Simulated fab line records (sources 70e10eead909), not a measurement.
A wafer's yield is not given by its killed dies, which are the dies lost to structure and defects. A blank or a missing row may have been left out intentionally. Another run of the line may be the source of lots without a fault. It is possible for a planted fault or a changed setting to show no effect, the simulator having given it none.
Chamber matching    flow nand_harc    cmp-01 running NHARC_A_STAIRCASE_CMP_152: 4 sister chambers
The step polishes. 16 wafers are shown with their chamber, then 8 later ones without.

== WAFERS PAIRED WITH THEIR CHAMBERS ==
wafer   chamber  motor_current_A (A)  edge_zone_pressure_frac  slurry_flow_ml_min
L074.2  3        12.3                 0.990                    150.2
L074.3  2        12.8                 1.009                    150.4
L074.5  3        11.8                 0.997                    150.2
L079.1  2        12.4                 1.000                    150.0
L079.5  1        14.7                 1.002                    149.8
L079.6  0        11.2                 0.997                    149.6
L084.3  2        12.0                 1.000                    149.5
L084.4  0        11.6                 1.000                    149.6
L084.6  3        11.9                 0.995                    149.7
L087.4  3        12.4                 0.995                    149.8
L087.5  1        15.1                 1.003                    149.5
L087.6  2        12.2                 0.992                    149.7
L091.4  0        10.8                 1.007                    149.3
L091.5  3        11.8                 0.992                    150.2
L091.6  0        11.6                 1.010                    150.6
L090.3  3        12.3                 1.004                    150.0

SIGNATURES (averages over the wafers above)
reading                  chamber 0  chamber 1  chamber 2  chamber 3  scatter within a chamber
motor_current_A          11.300     14.900     12.350     12.083     0.324
edge_zone_pressure_frac  1.00350    1.00250    1.00025    0.99550    0.00557
slurry_flow_ml_min       149.775    149.650    149.900    150.017    0.379
Rule: for a wafer and a chamber, the distance is found by dividing, reading by reading, the gap between the wafer's reading and the chamber's mean by the reading's scatter, squaring, summing and taking the root. If the next closest chamber is less than 2 further off than the closest, the wafer can't be placed; otherwise it belongs to the closest. How the scatter is found: for the shown wafers, subtract from each reading the mean of its chamber, square and add these, divide the total by (wafers less chambers), then take the root.

== WAFERS WHOSE CHAMBER IS MISSING ==
wafer   motor_current_A (A)  edge_zone_pressure_frac  slurry_flow_ml_min
L090.5  12.6                 0.987                    150.6
L090.6  14.9                 0.993                    149.8
L095.1  12.4                 0.998                    150.3
L095.5  15.2                 0.996                    149.1
L095.6  12.7                 0.995                    150.1
L097.1  14.7                 1.001                    150.0
L097.3  12.9                 0.998                    150.4
L097.6  11.1                 1.001                    149.9

== WHICH CHAMBER EACH ONE RAN IN ==
wafer   from the rows above      in truth
L090.5  can't be placed: 3 or 2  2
L090.6  1                        1
L095.1  can't be placed: 2 or 3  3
L095.5  1                        1
L095.6  can't be placed: 2 or 3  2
L097.1  1                        1
L097.3  can't be placed: 2 or 3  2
L097.6  0                        0
Placed correctly: 4 of 8. Can't be placed from these rows: 4 (the true chamber is among the candidates in 4). 0 placed wrongly.
